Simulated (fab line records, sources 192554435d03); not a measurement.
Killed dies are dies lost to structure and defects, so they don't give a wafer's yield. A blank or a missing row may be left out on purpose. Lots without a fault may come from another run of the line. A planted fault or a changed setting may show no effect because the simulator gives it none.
Chamber matching | flow n5_finfet | N5_BEOL_M10_CURE_71 on uv_cure-01: 3 sister chambers
The step cures SiCOH lowk, time 240 s. 3 wafers are shown with their chamber, then 9 later ones without.

WAFERS WITH THEIR CHAMBER
wafer  | chamber | wafer_temp_C_max
L080.5 | 1       | 386.2
L085.6 | 2       | 387.5
L086.4 | 0       | 386.7

WAFERS WITHOUT THEIR CHAMBER
wafer  | wafer_temp_C_max
L088.1 | 386.1
L088.2 | 385.9
L088.4 | 386.1
L090.1 | 386.0
L090.4 | 386.1
L090.6 | 386.2
L095.1 | 386.2
L095.2 | 386.1
L095.4 | 386.1

WHICH CHAMBER EACH WENT THROUGH
wafer  | from the rows above | in truth
L088.1 | 1                   | 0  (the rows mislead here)
L088.2 | 1                   | 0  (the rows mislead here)
L088.4 | 1                   | 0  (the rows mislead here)
L090.1 | 1                   | 1
L090.4 | 1                   | 1
L090.6 | 1                   | 1
L095.1 | 1                   | 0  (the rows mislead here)
L095.2 | 1                   | 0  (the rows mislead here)
L095.4 | 1                   | 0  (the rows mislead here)
Placed correctly: 3 of 9. Can't be placed from these rows: 0. Placed wrongly: 6.
How it was worked out, from the rows above alone: a wafer's distance from a chamber is the root of the sum, over the readings, of the square of ((its reading less the chamber's mean) divided by the reading's scatter). The wafer belongs to the nearest chamber; if the next one is less than 2 further off, it can't be placed. A chamber's mean is the mean of its shown wafers. The scatter: with one shown wafer a chamber, the root of the mean of the squares of how far each hidden wafer lies from its nearest shown one.
